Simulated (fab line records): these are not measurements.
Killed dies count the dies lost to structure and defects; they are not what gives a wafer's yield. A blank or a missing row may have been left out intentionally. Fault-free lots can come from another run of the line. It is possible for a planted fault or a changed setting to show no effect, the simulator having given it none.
Struck lot and sound lot, side by side -- flow n5-finfet -- 37 out of 1938 route steps
Sound: these wafers, L969.3, L969.5, L969.6. Struck: wafer L979.6 (left out: L979.5, a lot-mate that was not struck); the cause follows at the end.
For every step that has rows: the tool of each side, followed by ch and its chambers, followed by its first start. Under that, the readings that differ: sound wafers -- struck wafers -- difference of the means -- sigmas: that difference in standard deviations of wafers without a fault.
alike: readings with means less than 2 such deviations apart, plus words and numbers identical on both sides. not compared: withheld readings, readings lacking a value on some wafer, bounds such as >300 that could conceal the same value, and numbers that have no deviation in the record and whose values overlap.
The two part at a step that has a row with sigmas, a row that says differs or no value, or rows on one side only. Non-overlapping numbers with no deviation appear without sigmas and do not part them. A reading that every wafer of one side lacks parts them only if that side has two wafers or more.

first, 9 steps without rows for these wafers: N5_BEOL_M4_ANNEAL_95 (time 240 s); N5_BEOL_M4_SPUTTER_96 (material Cu, target thk 4.5 nm, time 8.29 s); N5_BEOL_M4_ECD_50 (material Cu, target thk 300 nm); N5_BEOL_M4_ANNEAL_51 (time 90 s); N5_BEOL_M4_CMP_52 (polishes, stops on SiOC, t overpolish 6.8 s, target thk 40 nm); N5_BEOL_M4_PRE_CLEAN_60 (time 15 s); N5_BEOL_M4_CO_CAP_55 (material Co, precursor CCTBA/H2, target thk 2 nm, time 102.1 s); N5_BEOL_M4_PRE_CLEAN_56 (time 15 s); N5_BEOL_M4_DEP_57 (deposits SiCN from 3MS/NH3, target thk 8 nm, time 14 s).
N5_BEOL_M4_RC_MEAS_101:
  sound on prober-01 ch 0, day 10 04:08; struck on prober-01 ch 0, day 12 23:15
reading,sound,struck,difference,sigmas
IOFF_P (nA/um),0.15 0.15 0.16,0.23,+0.08,+2
ION_P (uA/um),454 449 457,470,+17,+2
VT_P (mV),-258 -257 -258,-248,+10,+3
  alike: DIBL_N, DIBL_P, IOFF_N, ION_N, SS_N, SS_P, VT_N
then, 24 steps without rows for these wafers: N5_BEOL_M5_ILD_DEP_00 (deposits SiCOH lowk from DEMS/porogen, target thk 140.64 nm, time 25.9 s); N5_BEOL_M5_CURE_79 (cures SiCOH lowk, time 240 s); N5_BEOL_M5_PECVD_70 (deposits SiO2 from TEOS/O2, target thk 16 nm, time 18 s); N5_BEOL_M5_HM_DEP_02 (deposits TiN, target thk 20 nm); N5_BEOL_M5_COAT_59 (time 60 s, resist thk 60 nm); N5_BEOL_M5_COAT_60 (time 60 s, resist thk 12 nm); N5_BEOL_M5_COAT_71 (time 60 s, resist thk 5 nm); N5_BEOL_M5_COAT_05 (resist thk 30 nm); N5_BEOL_M5_EBR_07; N5_BEOL_M5_SOFTBAKE_06 (time 60 s); N5_BEOL_M5_EXPOSE_08 (exposes mask M5, target cd 28 nm); N5_BEOL_M5_PEB_09 (peb time 60 s); N5_BEOL_M5_DEVELOP_10 (develop time 30 s); N5_BEOL_M5_DESCUM_16 (chemistry O2, time 7 s); N5_BEOL_M5_ETCH_72 (etches underlayer in N2/H2, target depth 6.5 nm, time 5.2 s); N5_BEOL_M5_ETCH_61 (etches SiARC in CF4, target depth 15.6 nm, time 26 s); N5_BEOL_M5_ETCH_62 (etches SOC in N2/H2, target depth 75 nm, overetch 15 nm, time 112.5 s); N5_BEOL_M5_STRIP_63 (strips in N2/H2); N5_BEOL_M5_STRIP_73 (strips in N2/H2); N5_BEOL_M5_STRIP_64 (strips in CF4); N5_BEOL_M5_HM_OPEN_17 (chemistry Cl2/BCl3, target TiN, target depth 20 nm, overetch 6 nm); N5_BEOL_M5_STRIP_19 (strips in O2); N5_BEOL_M5_COAT_65 (time 60 s, resist thk 60 nm); N5_BEOL_M5_COAT_66 (time 60 s, resist thk 12 nm).
-- record jumps: 5 days separate the struck wafers' starts on either side; left off in module BEOL_M5, taken up again in module PASSIVATION, whose first shown step is the route's number 1916 --
N5_PASSIVATION_PECVD_35: deposits SiNx from SiH4/NH3/N2, target thk 700 nm, time 151.3 s.
  sound on pecvd-04 ch 0,1,2, day 14 17:23; struck on pecvd-03 ch 2, day 17 11:17
reading,sound,struck,difference,sigmas
run-length-s (s),195.3 195.7 194.8,265.4,+70.1,+99 or more
model.SiNx_of_PASSIVATION_PECVD_35.thk-nm (nm),688.4 698.8 702.4,1037,+340,
  alike: chamber-pressure-Torr, heater-power-outer-w, heater-power-w, rf-fwd-power-W, showerhead-plenum-p-Torr, throttle-valve-pct
N5_PASSIVATION_STRIP_52: strips in post etch residue remover, time 1200 s.
  sound on wet-bench-02 ch 0,3,6, day 14 18:31; struck on wet-bench-02 ch 0, day 17 12:33
reading,sound,struck,difference,sigmas
model.SiNx_of_PASSIVATION_PECVD_35.thk-nm (nm),688 698.4 702,1037,+341,
N5_PASSIVATION_PROBE_49:
  sound on prober-01 at day 14 21:03; struck on prober-02 at day 17 15:13
reading,sound,struck,difference,sigmas
defect-limited-yield (%),95.1 92.1 90.5,0,-93,-62
killed-at-other,0 2 5,1087,+1085,+99 or more
killed-dies,58 93 112,1180,+1092,+61
killed-on-rim,7 19 21,152,+136,+38
sort_bin_5_function (%),2.6 5.3 5.6,96.6,+92.1,+99 or more
sort-n-pass,1122 1087 1068,0,-1092,-61
sort-yield-pct (%),95.1 92.1 90.5,0,-93,-62
  alike: killed_at_M0_to_M3, killed_at_M4_up, killed-at-contacts, killed-at-front-end, killed-open, killed-short, sort_bin_6_memory

== WHERE THEY PART ==
First at N5_BEOL_M4_RC_MEAS_101; last, within this record, at N5_PASSIVATION_PROBE_49.

WHY: whatever the simulator had introduced
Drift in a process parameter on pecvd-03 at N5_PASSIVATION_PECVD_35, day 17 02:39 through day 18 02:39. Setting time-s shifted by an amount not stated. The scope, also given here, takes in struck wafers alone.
